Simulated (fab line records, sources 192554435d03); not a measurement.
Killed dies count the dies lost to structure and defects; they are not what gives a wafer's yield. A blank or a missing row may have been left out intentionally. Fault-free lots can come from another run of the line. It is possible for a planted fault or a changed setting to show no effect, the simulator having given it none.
Struck lot and sound lot, side by side -- flow n5_finfet -- 14 out of 1938 route steps
Sound: wafers L528.3, L528.5, L528.6. Wafers L527.1, L527.5, L527.6 were the ones struck. At the end, the cause is stated.
Order at every step that has rows: each side's tool, ch and its chambers, its first start. Under that, the readings that differ: sound wafers -- struck wafers -- difference of the means -- sigmas: that difference in standard deviations of wafers without a fault.
alike: readings whose means differ by less than 2 such deviations, and words and numbers that are the same on both sides. not compared: withheld readings, readings that some wafer has no value for, bounds like >300 that may hide the same value, and numbers for which the record gives no deviation and whose values overlap.
A row with sigmas, a row that says differs or no value, or rows on one side alone: a step with any of these is where the two part. When numbers do not overlap yet have no deviation, they are printed without sigmas and do not part them. A reading missing from all wafers of one side parts the sides only when that side holds two or more wafers.

first, 7 steps without rows for these wafers: N5_WELL_APT_COAT_19 (resist thk 950 nm); N5_WELL_APT_EBR_21; N5_WELL_APT_SOFTBAKE_20 (time 60 s); N5_WELL_APT_EXPOSE_22 (exposes mask PWELL, defocus 0 nm, target cd 200 nm); N5_WELL_APT_PEB_23 (peb time 90 s); N5_WELL_APT_DEVELOP_24 (develop time 45 s); N5_WELL_APT_HARDBAKE_29 (time 120 s).
N5_WELL_APT_CD_MEAS_25: target cd 200 nm.
  sound on cd_sem-01 ch 0, day 2 03:35; struck on cd_sem-02 ch 0, day 1 22:22
  alike: cd_nm
N5_WELL_APT_OVL_MEAS_26:
  sound on overlay-01 ch 0, day 2 03:37; struck on overlay-01 ch 0, day 1 22:24
  alike: PWELL_OVL
N5_WELL_APT_INSPECT_27: inspects for defects (macro).
  struck on defect_inspect-01, day 1 22:26; sound on defect_inspect-02, day 2 03:38
  alike: raw_defect_count
N5_WELL_APT_DESCUM_30: chemistry O2, time 7.9 s.
  sound on rie_diel-01 ch 0,1,3, day 2 03:52; struck on rie_diel-01 ch 2,3, day 1 22:28
  alike: drypump_motor_current_A, oes_product_au, rf_vpp_V, showerhead_plenum_p_Torr, throttle_valve_pct
  not compared: rf_hours_counter_h
next, for these wafers, 1 step has no rows: N5_WELL_APT_IMPLANT_31.
N5_WELL_APT_IMPLANT_32:
  sound on implanter-02 ch 0, day 2 04:12; struck on implanter-02 ch 0, day 1 23:05
  alike: beam_on_s
then, 1 step without rows for these wafers: N5_WELL_APT_STRIP_33 (strips in SPM, time 900 s).

WHERE THEY PART
Nowhere in this record.

WHY: the cause the simulator had injected
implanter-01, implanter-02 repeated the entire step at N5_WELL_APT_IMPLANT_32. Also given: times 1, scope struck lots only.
